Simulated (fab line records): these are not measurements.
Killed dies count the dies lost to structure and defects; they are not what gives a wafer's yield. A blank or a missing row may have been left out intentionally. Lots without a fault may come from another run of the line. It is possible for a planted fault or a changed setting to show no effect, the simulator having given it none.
fab line records	flow nand-harc
record: lots: 24	wafers: 72	last-day: 25
route steps=1159 shown A_CONTACT@951 A_BLC@977 A_M0@1013 A_M1@1056 A_BONDPAD@1075
lots that met no fault: from a run of the same line without faults
start-h: start of the lot's first displayed wafer, in hours after the record's first day	wait-h: hours since the lot's step before	" identical to the entry in the row above	L1.1+2: a row that stands for several wafers	- value missing, or start not given	* or withheld: withheld	< > ~ a bound
route shown NAME@n: a module of which the file shows steps, and the number in the route of the first	usual: the fault-free wafers' mean and standard deviation	same: alike in all rows	chamber/n: place in a boat	sites: readings site by site	_std_site: the standard deviation of these	_edge_site: inner sites' mean taken away from outer sites' mean	radius-mm: for every site, how far away it sits from the centre of the wafer	mask NAME#n: copy n	behind: tool/chamber where the wafer was last shaped	hold: why the lot was held/for how many hours/how that ended	device: the n, p or np transistor that did not switch	end of line: the route-end tests of the same wafers	where a step has no rows: the recipe by itself	killed: the dies lost at the first sort to structure and to defects; this is not the yield of the wafer	map: shows each die of a wafer: x if killed, . if not, _ if none is there
set.NAME: setting as actually run; set.NAME@STEP: the setting as run at that earlier step	model.NAME: the simulator's own value behind a step, which no gauge read
steps of the route over a sample of lots; a table a step, a row a wafer
services: from which hour (start-h, from the record's first day; less than 0 if before it) a tool's chamber was out of use, for how many hours, and why
== steps ==
step: NHARC_A_CONTACT_CD_MEAS_15
usual: cd-nm: 90.1/0.75
lot.wafer	tool	chamber	start-h	wait-h	cd-nm
L074.2	cd-sem-01	-	377.61	-	89.7
L074.3	"	-	"	"	89.6
L074.4	"	-	"	"	90.3
L075.1	cd-sem-03	-	398.77	-	89.4
L075.3	"	-	"	"	90.6
L075.4	"	-	"	"	90.2
L077.1	cd-sem-01	-	399.04	-	90.9
L077.3	"	-	"	"	91.6
L077.5	"	-	"	"	91.0
L076.1	cd-sem-01	-	402.90	-	88.6
L076.3	"	-	"	"	89.6
L076.6	"	-	"	"	90.5
L079.1	cd-sem-01	-	404.21	-	90.8
L079.4	"	-	"	"	90.4
L079.5	"	-	"	"	90.6
L078.2	cd-sem-02	-	408.64	-	90.1
L078.5	"	-	"	"	90.8
L078.6	"	-	"	"	90.0
L080.2	cd-sem-02	-	412.64	-	89.3
L080.5	"	-	"	"	89.8
L080.6	"	-	"	"	88.9
L082.1	cd-sem-01	-	437.83	-	90.8
L082.2	"	-	"	"	90.4
L082.6	"	-	"	"	90.7
L081.2	cd-sem-02	-	438.06	-	90.4
L081.5	"	-	"	"	90.4
L081.6	"	-	"	"	89.9
L083.3	cd-sem-02	-	446.97	-	90.1
L083.4	"	-	"	"	88.7
L083.5	"	-	"	"	90.1
L084.1	cd-sem-01	-	447.85	-	88.9
L084.5	"	-	"	"	89.8
L084.6	"	-	"	"	90.7
L085.2	cd-sem-02	-	452.99	-	90.5
L085.3	"	-	"	"	90.5
L085.4	"	-	"	"	90.3
L087.2	cd-sem-03	-	468.66	-	90.1
L087.3	"	-	"	"	91.3
L087.4	"	-	"	"	90.5
L086.3	cd-sem-02	-	469.88	-	91.1
L086.4	"	-	"	"	90.8
L086.6	"	-	"	"	91.1
L089.3	cd-sem-02	-	475.06	-	89.9
L089.4	"	-	"	"	90.8
L089.5	"	-	"	"	90.4
L088.2	cd-sem-03	-	475.93	-	90.4
L088.5	"	-	"	"	90.0
L088.6	"	-	"	"	90.1
L091.2	cd-sem-03	-	502.16	-	89.8
L091.3	"	-	"	"	89.6
L091.4	"	-	"	"	89.1
L090.1	cd-sem-03	-	502.91	-	89.4
L090.3	"	-	"	"	89.2
L090.4	"	-	"	"	89.9
L092.1	cd-sem-02	-	508.71	-	91.1
L092.2	"	-	"	"	90.5
L092.5	"	-	"	"	91.0
L094.1	cd-sem-02	-	517.44	-	88.3
L094.3	"	-	"	"	88.5
L094.5	"	-	"	"	88.8
L095.2	cd-sem-02	-	520.64	-	89.2
L095.4	"	-	"	"	89.4
L095.6	"	-	"	"	89.5
L096.1	cd-sem-02	-	522.21	-	90.2
L096.3	"	-	"	"	89.7
L096.5	"	-	"	"	90.8
L093.2	cd-sem-01	-	528.88	-	88.4
L093.4	"	-	"	"	89.6
L093.5	"	-	"	"	89.4
L097.2	cd-sem-02	-	529.13	-	90.5
L097.3	"	-	"	"	88.4
L097.4	"	-	"	"	89.1
step: NHARC_A_BLC_DESCUM_15
recipe: time-s: 3	o2-flow-sccm: 200	ar-flow-sccm: 0	bias-power-w: 0	chemistry: O2
usual: drypump-motor-current-A: 5.7/0.45	mfc-ar-sccm: 0.016/0.013	oes-product-au: 1.004/0.013	rf-vpp-V: 57.5/0.9	showerhead-plenum-p-Torr: 1.84/0.057	throttle-valve-pct: 11.312/0.0089
lot.wafer	tool	chamber	start-h	wait-h	drypump-motor-current-A	mfc-ar-sccm	oes-product-au	rf-hours-counter-h	rf-vpp-V	showerhead-plenum-p-Torr	throttle-valve-pct
L074.2	rie-diel-01	0	392.53	0.1	6.6	0	1.000	27	57.2	1.78	11.306
L074.3	"	1	"	"	5.2	0.005	1.021	26	56.1	1.94	11.324
L074.4	"	3	"	"	4.8	0.040	1.010	27	57.8	1.84	11.322
L075.4	rie-diel-09	1	401.95	0.1	5.1	0.040	1.007	14	56.4	1.86	11.303
L075.1	"	2	"	"	5.1	0.005	1.012	12	57.8	1.81	11.307
L075.3	"	3	"	"	6.5	0.019	1.000	14	58.5	1.80	11.321
L077.3	rie-diel-03	3	402.72	0.1	5.9	0.003	1.008	0	57.8	1.78	11.328
L077.1	"	0	"	"	6.0	0.019	1.021	0	57.6	1.93	11.318
L077.5	"	2	"	"	5.6	0.014	0.992	-	57.2	1.92	11.316
L076.1	rie-diel-03	1	406.10	0.1	5.7	0.020	1.014	1	57.2	1.78	11.312
L076.3	"	0	"	"	6.0	0.019	1.027	1	58.1	1.93	11.314
L076.6	"	2	"	"	5.6	0.014	0.989	-	57.9	1.92	11.300
L079.4	rie-diel-03	3	407.69	0.1	6.0	0.003	0.990	1	57.5	1.78	11.311
L079.1	"	1	"	"	5.7	0.020	1.004	1	57.6	1.78	11.315
L079.5	"	2	"	"	5.6	0.014	0.983	-	57.9	1.92	11.313
L078.2	rie-diel-03	3	411.98	0.1	6.0	0.003	1.006	2	56.8	1.78	11.299
L078.5	"	3	"	"	6.0	0.003	0.998	-	55.8	1.78	11.305
L078.6	"	0	"	"	5.9	0.019	1.025	-	58.1	1.93	11.328
L080.2	rie-diel-03	0	417.61	0.1	6.0	0.019	1.028	2	58.5	1.93	11.300
L080.6	"	0	"	"	6.0	0.019	1.019	-	57.7	1.93	11.303
L080.5	"	1	"	"	5.7	0.020	0.999	-	57.8	1.78	11.312
L082.2	rie-diel-09	3	440.99	0.1	6.5	0.019	1.016	0	58.5	1.80	11.315
L082.1	"	0	"	"	5.7	0	1.022	0	58.5	1.84	11.321
L082.6	"	2	"	"	5.1	0.005	1.002	-	55.2	1.81	11.310
L081.2	rie-diel-03	0	441.18	0.1	6.0	0.019	1.029	6	58.4	1.93	11.322
L081.5	"	0	"	"	6.0	0.019	1.029	-	58.6	1.93	11.331
L081.6	"	1	"	"	5.6	0.020	0.991	-	58.3	1.78	11.315
L083.4	rie-diel-09	3	452.72	0.1	6.5	0.019	1.002	1	56.7	1.80	11.299
L083.3	"	0	"	"	5.7	0	1.026	1	56.3	1.84	11.303
L083.5	"	2	"	"	5.1	0.005	0.988	-	57.6	1.81	11.307
L084.1	rie-diel-03	3	457.16	0.1	5.9	0.003	1.010	9	57.5	1.78	11.320
L084.6	"	3	"	"	5.9	0.003	1.005	-	56.7	1.78	11.321
L084.5	"	0	"	"	5.9	0.019	1.035	-	57.7	1.92	11.330
L085.2	rie-diel-09	0	457.91	0.1	5.7	0	1.006	2	56.5	1.84	11.306
L085.3	"	1	"	"	5.1	0.040	0.976	2	56.9	1.86	11.329
L085.4	"	2	"	"	5.0	0.005	0.998	2	58.5	1.81	11.309
L087.4	rie-diel-09	2	471.84	0.1	5.1	0.005	1.003	3	58.1	1.81	11.312
L087.3	"	3	"	"	6.5	0.019	1.003	3	56.8	1.80	11.315
L087.2	"	0	"	"	5.7	0	1.017	3	57.8	1.84	11.328
L086.4	rie-diel-03	3	473.06	0.1	5.9	0.003	0.992	10	58.2	1.78	11.314
L086.3	"	2	"	"	5.7	0.014	1.004	10	56.4	1.92	11.317
L086.6	"	3	"	"	5.9	0.003	1.003	-	58.0	1.78	11.304
L089.4	rie-diel-09	3	483.32	0.1	6.5	0.019	0.993	4	55.6	1.80	11.308
L089.3	"	1	"	"	5.1	0.040	0.984	4	59.1	1.86	11.317
L089.5	"	2	"	"	5.1	0.005	0.988	-	57.4	1.81	11.315
L088.2	rie-diel-01	3	484.10	0.1	4.8	0.040	1.004	61	56.7	1.83	11.300
L088.6	"	2	"	"	5.7	0.024	1.010	-	57.4	1.82	11.307
L088.5	"	3	"	"	4.9	0.040	1.005	-	57.5	1.83	11.325
L091.2	rie-diel-03	0	507.80	0.1	6.0	0.019	1.025	12	57.8	1.92	11.318
L091.3	"	1	"	"	5.6	0.020	1.006	13	56.5	1.77	11.323
L091.4	"	3	"	"	5.9	0.003	0.998	12	57.1	1.78	11.313
L090.4	rie-diel-09	1	508.55	0.1	5.0	0.040	0.986	6	58.9	1.86	11.307
L090.3	"	2	"	"	5.1	0.005	0.984	6	56.4	1.81	11.302
L090.1	"	3	"	"	6.5	0.019	1.004	6	58.7	1.80	11.318
L092.1	rie-diel-03	2	516.41	0.1	5.6	0.014	0.988	13	57.3	1.92	11.308
L092.2	"	0	"	"	5.9	0.019	1.028	13	57.0	1.92	11.316
L092.5	"	2	"	"	5.6	0.014	0.994	-	57.1	1.92	11.307
L094.3	rie-diel-03	2	522.10	0.1	5.6	0.014	0.990	14	58.8	1.92	11.311
L094.1	"	3	"	"	6.0	0.003	0.995	14	57.3	1.78	11.302
L094.5	"	2	"	"	5.6	0.014	1.004	-	56.9	1.92	11.316
L095.2	rie-diel-09	1	523.93	0.1	5.0	0.040	0.993	7	57.7	1.86	11.314
L095.4	"	2	"	"	5.0	0.005	0.998	8	58.8	1.81	11.302
L095.6	"	0	"	"	5.7	0	1.021	-	56.4	1.84	11.323
L096.1	rie-diel-09	0	525.57	0.1	5.7	0	1.003	8	58.3	1.84	11.325
L096.3	"	1	"	"	5.1	0.040	0.991	8	57.4	1.86	11.305
L096.5	"	3	"	"	6.5	0.019	1.000	-	55.8	1.80	11.307
L093.2	rie-diel-03	3	532.20	0.1	6.0	0.003	1.002	15	57.2	1.78	11.311
L093.4	"	1	"	"	5.7	0.020	0.999	16	56.5	1.77	11.319
L093.5	"	0	"	"	6.0	0.019	1.035	-	56.7	1.92	11.309
L097.2	rie-diel-09	1	532.95	0.1	5.0	0.040	0.979	9	57.9	1.86	11.309
L097.3	"	2	"	"	5.0	0.005	0.995	9	57.7	1.81	11.305
L097.4	"	3	"	"	6.5	0.019	0.984	9	56.7	1.80	11.305
step: NHARC_A_BLC_CVD_24
recipe: target-thk-a: 1500	temp-c: 300	pressure-torr: 40	wf6-flow-sccm: 40	h2-flow-sccm: 1600	ar-flow-sccm: 1560	time-s: 434	material: W
usual: heater-power-w: 470/22	mfc-ar-sccm: 1560/4.7	throttle-valve-pct: 7.85/0.24
lot.wafer	tool	chamber	start-h	wait-h	heater-power-w	mfc-ar-sccm	throttle-valve-pct
L074.2	cvd-w-02	1	-	-	490	1565	7.69
L074.3	"	1	"	"	482	1562	7.72
L074.4	"	0	"	"	447	1559	7.88
L075.1	cvd-w-02	0	-	-	447	1557	7.68
L075.4	"	1	"	"	482	1555	7.47
L075.3	"	0	"	"	448	1566	7.78
L077.1	cvd-w-02	0	-	-	444	1555	7.96
L077.3	"	0	"	"	451	1555	7.58
L077.5	"	0	"	"	436	1553	7.90
L076.1	cvd-w-02	0	-	-	460	1568	7.80
L076.3	"	0	"	"	447	1560	7.75
L076.6	"	0	"	"	445	1554	7.66
L079.1	cvd-w-01	1	-	-	489	1561	8.32
L079.4	"	0	"	"	436	1563	7.76
L079.5	"	1	"	"	498	1564	8.29
L078.2	cvd-w-01	0	-	-	448	1559	7.84
L078.6	"	0	"	"	462	1559	7.62
L078.5	"	1	"	"	489	1565	8.46
L080.2	cvd-w-02	1	-	-	493	1560	7.54
L080.6	"	1	"	"	507	1559	7.92
L080.5	"	0	"	"	456	1558	8.11
L082.2	cvd-w-02	1	-	-	489	1564	7.51
L082.1	"	0	"	"	446	1562	8.08
L082.6	"	1	"	"	490	1563	7.76
L081.2	cvd-w-02	0	-	-	447	1559	8.09
L081.6	"	1	"	"	485	1557	7.34
L081.5	"	0	"	"	459	1554	7.99
L083.4	cvd-w-02	0	-	-	447	1553	7.66
L083.3	"	1	"	"	484	1554	7.54
L083.5	"	0	"	"	450	1563	8.21
L084.1	cvd-w-01	0	-	-	449	1545	7.55
L084.5	"	0	"	"	448	1552	7.93
L084.6	"	1	"	"	493	1552	8.17
L085.2	cvd-w-01	0	-	-	456	1559	7.87
L085.3	"	1	"	"	502	1561	8.28
L085.4	"	0	"	"	450	1559	7.92
L087.2	cvd-w-02	0	-	-	455	1558	8.10
L087.3	"	0	"	"	452	1562	7.93
L087.4	"	1	"	"	482	1552	7.67
L086.3	cvd-w-02	0	-	-	444	1568	7.99
L086.4	"	1	"	"	484	1559	7.85
L086.6	"	0	"	"	446	1561	7.74
L089.3	cvd-w-02	1	-	-	473	1564	7.77
L089.4	"	0	"	"	459	1568	7.80
L089.5	"	1	"	"	482	1564	7.71
L088.2	cvd-w-02	1	-	-	492	1561	7.81
L088.6	"	0	"	"	440	1567	7.78
L088.5	"	1	"	"	491	1554	7.84
L091.2	cvd-w-02	1	-	-	500	1554	8.14
L091.3	"	1	"	"	479	1558	7.63
L091.4	"	0	"	"	445	1558	8.09
L090.1	cvd-w-02	0	-	-	463	1562	7.85
L090.4	"	0	"	"	448	1555	7.98
L090.3	"	1	"	"	501	1556	7.51
L092.1	cvd-w-01	1	-	-	496	1561	7.98
L092.2	"	0	"	"	481	1561	7.37
L092.5	"	0	"	"	470	1558	7.35
L094.1	cvd-w-02	1	-	-	493	1560	7.73
L094.3	"	0	"	"	446	1560	8.01
L094.5	"	1	"	"	504	1559	7.64
L095.2	cvd-w-02	0	-	-	447	1558	8.10
L095.4	"	1	"	"	489	1562	7.48
L095.6	"	0	"	"	444	1558	8.11
L096.1	cvd-w-02	0	-	-	440	1563	8.02
L096.3	"	1	"	"	479	1566	7.62
L096.5	"	1	"	"	484	1558	7.66
L093.2	cvd-w-02	0	-	-	445	1556	7.93
L093.4	"	1	"	"	491	1562	7.59
L093.5	"	1	"	"	495	1565	7.66
L097.2	cvd-w-02	0	-	-	448	1566	8.09
L097.3	"	0	"	"	457	1556	7.83
L097.4	"	1	"	"	495	1552	7.82
step: NHARC_A_M0_DEGAS_28
recipe: temp-c: 250	time-s: 60
usual: heater-power-w: 333/35
lot.wafer	tool	chamber	start-h	wait-h	heater-power-w
L074.2	pvd-sputter-03	-	401.90	-	311
L074.4	"	-	"	"	328
L074.3	"	-	"	"	328
L075.1	pvd-sputter-03	-	407.00	-	335
L075.3	"	-	"	"	321
L075.4	"	-	"	"	315
L077.3	pvd-sputter-03	-	407.58	-	314
L077.1	"	-	"	"	326
L077.5	"	-	"	"	316
L076.3	pvd-sputter-02	-	410.94	-	342
L076.1	"	-	"	"	321
L076.6	"	-	"	"	334
L079.4	pvd-sputter-01	-	412.81	-	258
L079.1	"	-	"	"	364
L079.5	"	-	"	"	333
L078.2	pvd-sputter-02	-	419.08	-	336
L078.6	"	-	"	"	318
L078.5	"	-	"	"	395
L080.2	pvd-sputter-01	-	430.29	-	363
L080.5	"	-	"	"	360
L080.6	"	-	"	"	328
L082.2	pvd-sputter-01	-	449.50	-	367
L082.1	"	-	"	"	260
L082.6	"	-	"	"	333
L081.2	pvd-sputter-03	-	449.98	-	338
L081.6	"	-	"	"	323
L081.5	"	-	"	"	346
L083.4	pvd-sputter-01	-	459.70	-	256
L083.3	"	-	"	"	371
L083.5	"	-	"	"	370
L084.1	pvd-sputter-01	-	463.67	-	364
L084.6	"	-	"	"	257
L084.5	"	-	"	"	366
L085.4	pvd-sputter-01	-	466.60	-	344
L085.2	"	-	"	"	260
L085.3	"	-	"	"	362
L087.2	pvd-sputter-03	-	479.04	-	324
L087.4	"	-	"	"	360
L087.3	"	-	"	"	324
L086.4	pvd-sputter-03	-	483.98	-	330
L086.3	"	-	"	"	323
L086.6	"	-	"	"	364
L089.4	pvd-sputter-01	-	503.54	-	359
L089.3	"	-	"	"	334
L089.5	"	-	"	"	366
L088.2	pvd-sputter-03	-	503.88	-	370
L088.5	"	-	"	"	329
L088.6	"	-	"	"	361
L091.3	pvd-sputter-03	-	517.37	-	369
L091.4	"	-	"	"	318
L091.2	"	-	"	"	324
L090.3	pvd-sputter-02	-	518.02	-	338
L090.1	"	-	"	"	293
L090.4	"	-	"	"	318
L092.1	pvd-sputter-02	-	523.02	-	395
L092.2	"	-	"	"	335
L092.5	"	-	"	"	296
L094.1	pvd-sputter-01	-	527.20	-	263
L094.3	"	-	"	"	376
L094.5	"	-	"	"	332
L095.2	pvd-sputter-01	-	529.47	-	375
L095.4	"	-	"	"	331
L095.6	"	-	"	"	369
L096.1	pvd-sputter-02	-	530.55	-	322
L096.3	"	-	"	"	402
L096.5	"	-	"	"	318
L093.4	pvd-sputter-01	-	540.09	-	325
L093.2	"	-	"	"	366
L093.5	"	-	"	"	257
L097.4	pvd-sputter-02	-	540.82	-	296
L097.2	"	-	"	"	325
L097.3	"	-	"	"	335
step: NHARC_A_M1_INSPECT_27
usual: raw-defect-count: 437/110
lot.wafer	tool	chamber	start-h	wait-h	raw-defect-count
L074.2	defect-inspect-02	-	409.39	0.0	396
L074.3	"	-	"	"	397
L074.4	"	-	"	"	372
L075.1	defect-inspect-01	-	413.19	0.0	516
L075.3	"	-	"	"	388
L075.4	"	-	"	"	492
L077.1	defect-inspect-02	-	413.57	0.0	377
L077.3	"	-	"	"	403
L077.5	"	-	"	"	482
L076.1	defect-inspect-02	-	416.69	0.0	440
L076.3	"	-	"	"	453
L076.6	"	-	"	"	369
L079.1	defect-inspect-01	-	418.59	0.0	458
L079.4	"	-	"	"	532
L079.5	"	-	"	"	382
L078.2	defect-inspect-01	-	424.83	0.0	297
L078.5	"	-	"	"	222
L078.6	"	-	"	"	246
L080.2	defect-inspect-02	-	435.99	0.0	321
L080.5	"	-	"	"	357
L080.6	"	-	"	"	402
L082.1	defect-inspect-02	-	455.61	0.0	408
L082.2	"	-	"	"	324
L082.6	"	-	"	"	352
L081.2	defect-inspect-02	-	455.80	0.0	411
L081.5	"	-	"	"	498
L081.6	"	-	"	"	332
L083.3	defect-inspect-01	-	465.69	0.0	475
L083.4	"	-	"	"	609
L083.5	"	-	"	"	482
L084.1	defect-inspect-01	-	469.39	0.0	892
L084.5	"	-	"	"	571
L084.6	"	-	"	"	542
L085.2	defect-inspect-02	-	472.55	0.0	390
L085.3	"	-	"	"	392
L085.4	"	-	"	"	557
L087.2	defect-inspect-01	-	484.78	0.0	311
L087.3	"	-	"	"	446
L087.4	"	-	"	"	339
L086.3	defect-inspect-01	-	489.76	0.0	571
L086.4	"	-	"	"	510
L086.6	"	-	"	"	429
L089.3	defect-inspect-02	-	509.39	0.0	331
L089.4	"	-	"	"	391
L089.5	"	-	"	"	428
L088.2	defect-inspect-02	-	509.68	0.0	616
L088.5	"	-	"	"	628
L088.6	"	-	"	"	396
L091.2	defect-inspect-02	-	523.28	0.0	359
L091.3	"	-	"	"	324
L091.4	"	-	"	"	407
L090.1	defect-inspect-01	-	523.83	0.0	354
L090.3	"	-	"	"	537
L090.4	"	-	"	"	433
L092.1	defect-inspect-02	-	529.16	0.0	261
L092.2	"	-	"	"	273
L092.5	"	-	"	"	365
L094.1	defect-inspect-01	-	533.23	0.0	612
L094.3	"	-	"	"	405
L094.5	"	-	"	"	415
L095.2	defect-inspect-02	-	536.35	0.0	374
L095.4	"	-	"	"	439
L095.6	"	-	"	"	609
L096.1	defect-inspect-01	-	536.97	0.0	373
L096.3	"	-	"	"	527
L096.5	"	-	"	"	503
L093.2	defect-inspect-02	-	545.68	0.0	340
L093.4	"	-	"	"	318
L093.5	"	-	"	"	371
L097.2	defect-inspect-01	-	546.55	0.0	474
L097.3	"	-	"	"	478
L097.4	"	-	"	"	433
step: NHARC_A_BONDPAD_DESCUM_11
recipe: time-s: 3	o2-flow-sccm: 200	ar-flow-sccm: 0	bias-power-w: 0	chemistry: O2
usual: drypump-motor-current-A: 5.6/0.55	mfc-ar-sccm: 0.009/0.015	oes-product-au: 1.002/0.017	rf-vpp-V: 57.8/0.98	showerhead-plenum-p-Torr: 1.94/0.11	throttle-valve-pct: 11.310/0.0088
lot.wafer	tool	chamber	start-h	wait-h	drypump-motor-current-A	mfc-ar-sccm	oes-product-au	rf-hours-counter-h	rf-vpp-V	showerhead-plenum-p-Torr	throttle-valve-pct
L074.3	rie-diel-02	0	411.55	-	5.0	0.040	1.000	3	58.0	1.83	11.303
L074.2	"	1	"	"	6.6	0	1.012	2	58.1	1.97	11.301
L074.4	"	2	"	"	5.7	0	1.033	3	58.2	2.07	11.305
L075.4	rie-diel-02	1	415.40	-	6.6	0	1.000	3	57.4	1.97	11.309
L075.1	"	2	"	"	5.7	0	1.045	3	58.4	2.07	11.313
L075.3	"	3	"	"	5.3	0	0.990	3	57.1	2.06	11.325
L077.1	rie-diel-02	0	415.71	-	5.1	0.040	0.995	3	58.7	1.84	11.319
L077.3	"	3	"	"	5.2	0	0.989	3	60.1	2.06	11.297
L077.5	"	0	"	"	5.1	0.040	1.005	-	56.1	1.83	11.305
L076.1	rie-diel-02	1	418.86	-	6.6	0	1.013	3	58.0	1.97	11.320
L076.3	"	3	"	"	5.2	0	0.978	3	58.7	2.06	11.312
L076.6	"	2	"	"	5.7	0	1.044	-	58.9	2.07	11.316
L079.1	rie-diel-02	2	421.13	-	5.6	0	1.036	3	59.6	2.07	11.306
L079.4	"	3	"	"	5.3	0	0.975	4	59.1	2.06	11.309
L079.5	"	2	"	"	5.6	0	1.034	-	58.5	2.07	11.318
L078.2	rie-diel-02	2	427.03	-	5.6	0	1.038	4	58.1	2.07	11.302
L078.5	"	3	"	"	5.3	0	0.996	-	59.3	2.06	11.316
L078.6	"	0	"	"	5.1	0.040	0.996	-	57.8	1.83	11.315
L080.2	rie-diel-02	0	438.36	-	5.1	0.040	1.004	4	58.2	1.83	11.316
L080.6	"	3	"	"	5.2	0	0.989	-	57.6	2.06	11.325
L080.5	"	0	"	"	5.0	0.040	0.993	-	57.5	1.83	11.314
L082.2	rie-diel-05	0	457.77	-	5.6	0.016	1.011	22	57.1	1.79	11.314
L082.1	"	1	"	"	5.4	0	0.999	19	58.6	1.84	11.309
L082.6	"	0	"	"	5.6	0.016	1.013	-	58.2	1.79	11.326
L081.2	rie-diel-02	3	458.09	-	5.3	0	0.988	5	58.1	2.06	11.318
L081.5	"	0	"	"	5.0	0.040	0.992	-	57.5	1.83	11.301
L081.6	"	1	"	"	6.6	0	0.998	-	57.8	1.97	11.309
L083.4	rie-diel-07	2	468.02	-	6.7	0.007	0.989	22	58.4	1.87	11.317
L083.3	"	0	"	"	5.3	0.023	1.026	18	58.0	2.07	11.303
L083.5	"	2	"	"	6.7	0.007	0.986	-	55.6	1.87	11.322
L084.1	rie-diel-02	2	471.67	-	5.7	0	1.044	5	58.1	2.07	11.310
L084.5	"	3	"	"	5.3	0	0.979	-	59.2	2.06	11.310
L084.6	"	0	"	"	5.1	0.040	0.996	-	57.8	1.83	11.301
L085.4	rie-diel-02	0	474.69	-	5.0	0.040	0.995	5	58.0	1.83	11.311
L085.3	"	2	"	"	5.7	0	1.034	5	56.4	2.07	11.312
L085.2	"	3	"	"	5.2	0	0.987	5	59.1	2.06	11.310
L087.2	rie-diel-07	3	487.31	-	5.4	0.018	0.993	24	57.0	2.03	11.294
L087.3	"	0	"	"	5.3	0.023	1.013	22	59.1	2.07	11.293
L087.4	"	2	"	"	6.8	0.007	0.986	26	57.7	1.86	11.302
L086.4	rie-diel-02	1	492.03	-	6.7	0	0.987	5	57.8	1.97	11.314
L086.3	"	0	"	"	5.1	0.040	1.000	6	57.0	1.83	11.308
L086.6	"	1	"	"	6.6	0	0.998	-	58.1	1.97	11.306
L089.4	rie-diel-05	0	511.70	-	5.6	0.016	0.998	33	58.5	1.78	11.310
L089.3	"	1	"	"	5.4	0	1.003	27	57.4	1.84	11.317
L089.5	"	0	"	"	5.5	0.016	1.009	-	58.3	1.78	11.303
L088.2	rie-diel-05	0	512.03	-	5.5	0.016	1.006	33	56.8	1.78	11.299
L088.6	"	1	"	"	5.4	0	1.006	-	55.4	1.84	11.310
L088.5	"	2	"	"	5.6	0	0.985	-	58.1	1.83	11.307
L091.3	rie-diel-02	3	525.31	-	5.2	0	0.998	0	56.5	2.06	11.302
L091.4	"	0	"	"	5.1	0.040	1.002	0	57.9	1.83	11.323
L091.2	"	1	"	"	6.6	0	0.992	0	59.2	1.97	11.329
L090.4	rie-diel-02	3	526.03	-	5.2	0	1.015	0	57.4	2.06	11.308
L090.3	"	0	"	"	5.0	0.040	1.009	0	57.3	1.83	11.316
L090.1	"	1	"	"	6.7	0	0.997	0	57.6	1.97	11.312
L092.1	rie-diel-02	0	531.44	-	5.1	0.040	1.001	1	56.8	1.83	11.297
L092.2	"	2	"	"	5.7	0	1.002	1	59.3	2.07	11.320
L092.5	"	3	"	"	5.3	0	1.001	-	58.3	2.06	11.303
L094.3	rie-diel-05	1	535.79	-	5.4	0	0.981	3	58.8	1.84	11.323
L094.1	"	2	"	"	5.6	0	0.968	2	57.0	1.83	11.298
L094.5	"	1	"	"	5.4	0	0.976	-	57.6	1.84	11.304
L095.4	rie-diel-02	1	538.49	-	6.6	0	0.989	1	57.8	1.97	11.319
L095.2	"	3	"	"	5.2	0	0.988	1	58.8	2.06	11.306
L095.6	"	2	"	"	5.7	0	1.019	-	59.6	2.07	11.309
L096.3	rie-diel-05	3	539.17	-	5.5	0	1.007	3	56.8	1.82	11.315
L096.1	"	0	"	"	5.6	0.016	0.988	3	57.4	1.78	11.287
L096.5	"	2	"	"	5.6	0	0.969	-	55.5	1.83	11.314
L093.4	rie-diel-05	2	547.71	-	5.6	0	0.971	4	56.6	1.83	11.304
L093.2	"	3	"	"	5.5	0	0.996	4	57.0	1.82	11.297
L093.5	"	2	"	"	5.6	0	0.983	-	57.4	1.83	11.302
L097.4	rie-diel-02	0	549.09	-	5.0	0.040	1.003	2	57.3	1.83	11.316
L097.3	"	1	"	"	6.6	0	0.994	2	58.2	1.97	11.300
L097.2	"	3	"	"	5.3	0	1.017	2	57.7	2.06	11.320
== services ==
tool	chamber	start-h	hours	kind
cvd-w-02	-	378.31	13.0	pm
pvd-sputter-01	-	380.41	2.9	repair
pvd-sputter-02	-	392.00	10.0	pm
pvd-sputter-03	-	392.28	1.3	repair
rie-diel-03	-	392.30	9.0	pm
rie-diel-05	1	402.40	9.1	repair
rie-diel-05	3	404.23	2.5	repair
rie-diel-07	-	405.52	9.0	pm
rie-diel-03	2	410.34	6.7	repair
pvd-sputter-02	-	411.50	4.1	repair
rie-diel-09	-	431.10	9.0	pm
pvd-sputter-03	-	458.04	10.0	pm
rie-diel-02	1	468.14	5.0	repair
pvd-sputter-01	-	473.36	1.2	repair
cvd-w-01	-	476.08	13.0	pm
pvd-sputter-03	-	476.42	1.3	repair
pvd-sputter-02	-	481.35	2.7	repair
rie-diel-05	2	490.41	3.5	repair
rie-diel-05	1	500.95	8.1	repair
rie-diel-02	-	504.74	9.0	pm
pvd-sputter-01	-	514.01	10.0	pm
rie-diel-09	1	515.54	2.6	repair
rie-diel-05	-	518.63	9.0	pm
pvd-sputter-01	-	527.49	1.4	repair
== key ==
fault none
